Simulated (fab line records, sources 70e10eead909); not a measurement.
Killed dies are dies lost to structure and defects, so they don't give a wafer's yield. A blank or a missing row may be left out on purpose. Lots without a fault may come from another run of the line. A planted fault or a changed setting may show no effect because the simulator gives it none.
One fault seen from 2 desks | flow nand_harc | each desk has only its own numbers; what lay behind them comes last

THE METROLOGY DESK
What the gauges read, lot by lot, whatever tool the lot ran on: means of the sampled wafers that have a number. A lot is out of limits, marked OUT, if its mean lies more than 4 standard deviations from the usual mean; the brackets give that distance.
Columns: A = cd_nm at NHARC_A_CONTACT_CD_MEAS_53, usual 189.4 nm
lot  | first seen here | A
L435 | day 16 11:34    | 188.8
L437 | day 17 02:05    | 187.5
L446 | day 19 12:40    | 188.8
L449 | day 19 22:07    | 188.8
L448 | day 20 04:09    | 189.8
L453 | day 20 14:19    | 189.6
L455 | day 21 00:29    | 189.7
This desk's finding: nothing out of limits on any of the 7 lots.

THE TOOL OWNER'S DESK: rie_diel-03
The tool's own readings at NHARC_A_CONTACT_ETCH_102 (etches the open film in CF4/O2, target depth 70 nm, overetch 7 nm, time 38.5 s): means of the sampled wafers that have a number, for each lot that ran on this tool. A lot is out of limits, marked OUT, if its mean lies more than 4 standard deviations from the usual mean; the brackets give that distance. Of its 8 readings 7 are shown: those that lie furthest out on some lot.
Columns: A = drypump_motor_current_A at NHARC_A_CONTACT_ETCH_102, usual 5.7 A; B = mfc_ar_sccm at NHARC_A_CONTACT_ETCH_102, usual 0.016 sccm; C = oes_ar_750_au at NHARC_A_CONTACT_ETCH_102, usual 1.000 a.u.; D = oes_f_703_au at NHARC_A_CONTACT_ETCH_102, usual 1.001 a.u.; E = oes_product_au at NHARC_A_CONTACT_ETCH_102, usual 0.998 a.u.; F = rf_vpp_V at NHARC_A_CONTACT_ETCH_102, usual 197.2 V; G = throttle_valve_pct at NHARC_A_CONTACT_ETCH_102, usual 13.397 %
lot  | first seen here | A   | B     | C     | D     | E     | F     | G
L437 | day 17 02:31    | 5.6 | 0.033 | 1.000 | 1.003 | 1.000 | 196.6 | 13.404
L446 | day 19 12:58    | 5.8 | 0.021 | 0.995 | 0.998 | 0.960 | 196.9 | 13.397
L449 | day 19 22:25    | 5.5 | 0.032 | 0.994 | 0.999 | 0.968 | 198.1 | 13.395
L448 | day 20 04:27    | 5.8 | 0.021 | 0.998 | 1.000 | 0.978 | 196.9 | 13.384
This desk's finding: nothing out of limits on any of the 4 lots.

PUT TOGETHER
The metrology desk saw nothing out of limits.
The tool owner's desk saw nothing out of limits.

WHAT THE SIMULATOR HAD PUT IN
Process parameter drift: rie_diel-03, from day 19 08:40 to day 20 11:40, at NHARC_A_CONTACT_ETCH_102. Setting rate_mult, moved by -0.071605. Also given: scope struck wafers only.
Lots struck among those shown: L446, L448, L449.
